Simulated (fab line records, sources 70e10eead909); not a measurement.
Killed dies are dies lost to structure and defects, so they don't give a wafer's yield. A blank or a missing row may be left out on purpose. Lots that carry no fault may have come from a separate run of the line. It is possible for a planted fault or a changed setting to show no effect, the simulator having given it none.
Matching of chambers ; flow nand_harc ; 4 sister chambers for NHARC_A_BLC_STRIP_29 on rie_diel-01
The step strips in CF4. 30 wafers are shown with their chamber, then 12 later ones without.

## WAFERS, EACH WITH ITS CHAMBER
wafer;chamber;drypump_motor_current_A (A);rf_vpp_V (V);oes_product_au (a.u.)
L074.2;2;5.6;59.5;0.985
L074.3;1;5.4;60.2;1.006
L074.4;2;5.7;60.6;0.996
L079.1;0;5.6;60.1;1.000
L079.4;3;5.3;59.7;0.983
L079.6;1;5.4;59.4;0.991
L081.2;3;5.3;58.7;1.004
L081.3;0;5.6;60.0;0.997
L081.6;0;5.6;60.1;0.995
L082.1;2;5.6;58.6;1.008
L082.5;1;5.4;60.1;1.005
L082.6;0;5.6;59.4;0.999
L083.3;3;5.3;59.3;1.000
L083.4;0;5.6;59.1;0.997
L083.6;1;5.4;60.7;1.005
L085.3;3;5.3;58.6;0.996
L085.5;0;5.6;60.5;1.000
L085.6;3;5.3;58.5;1.006
L086.2;2;5.7;60.9;1.005
L086.4;3;5.3;57.5;0.995
L086.6;2;5.6;59.3;0.997
L088.2;3;5.3;58.1;0.996
L088.3;1;5.3;60.8;1.016
L088.5;0;5.6;58.6;0.999
L087.2;1;5.4;59.3;1.004
L087.5;3;5.3;57.8;0.997
L087.6;2;5.6;60.9;1.014
L089.2;1;5.4;60.5;1.005
L089.3;2;5.7;57.9;1.005
L089.4;0;5.6;59.2;0.999

SIGNATURES (averages over the wafers above)
reading;chamber 0;chamber 1;chamber 2;chamber 3;scatter within a chamber
drypump_motor_current_A;5.600;5.386;5.643;5.300;0.0314
rf_vpp_V;59.625;60.143;59.671;58.525;0.812
oes_product_au;0.99825;1.00457;1.00143;0.99713;0.00687
Rule: for each reading, subtract the chamber's mean from the wafer's reading, divide by that reading's scatter and square the result; add these up over the readings and take the root, which gives the wafer's distance from the chamber. The wafer belongs to the nearest chamber; if the next one is less than 2 further off, it can't be placed. The scatter: the root of (the sum of the squares of (reading less its chamber's mean) over the shown wafers, divided by (wafers less chambers)).

## WAFERS WITH NO CHAMBER GIVEN
wafer;drypump_motor_current_A (A);rf_vpp_V (V);oes_product_au (a.u.)
L092.2;5.7;59.0;1.002
L092.4;5.3;58.7;0.995
L092.5;5.7;59.4;0.995
L093.1;5.6;59.6;1.012
L093.2;5.3;59.2;1.024
L093.4;5.6;59.1;1.001
L095.2;5.3;58.0;1.005
L095.4;5.7;59.6;0.998
L095.5;5.3;58.1;0.999
L096.2;5.4;58.6;1.003
L096.4;5.7;59.1;1.021
L096.6;5.3;59.6;0.997

## THE CHAMBER EACH PASSED THROUGH
wafer;from the rows above;in truth
L092.2;can't be placed: 2 or 0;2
L092.4;3;3
L092.5;can't be placed: 2 or 0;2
L093.1;can't be placed: 0 or 2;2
L093.2;can't be placed: 3 or 1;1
L093.4;can't be placed: 0 or 2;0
L095.2;3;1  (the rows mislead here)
L095.4;can't be placed: 2 or 0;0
L095.5;3;3
L096.2;can't be placed: 1 or 3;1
L096.4;can't be placed: 2 or 0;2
L096.6;can't be placed: 3 or 1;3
Placed correctly: 2 of 12. These rows do not allow placing 9 (true chamber among the candidates in 9). Number placed wrongly: 1.
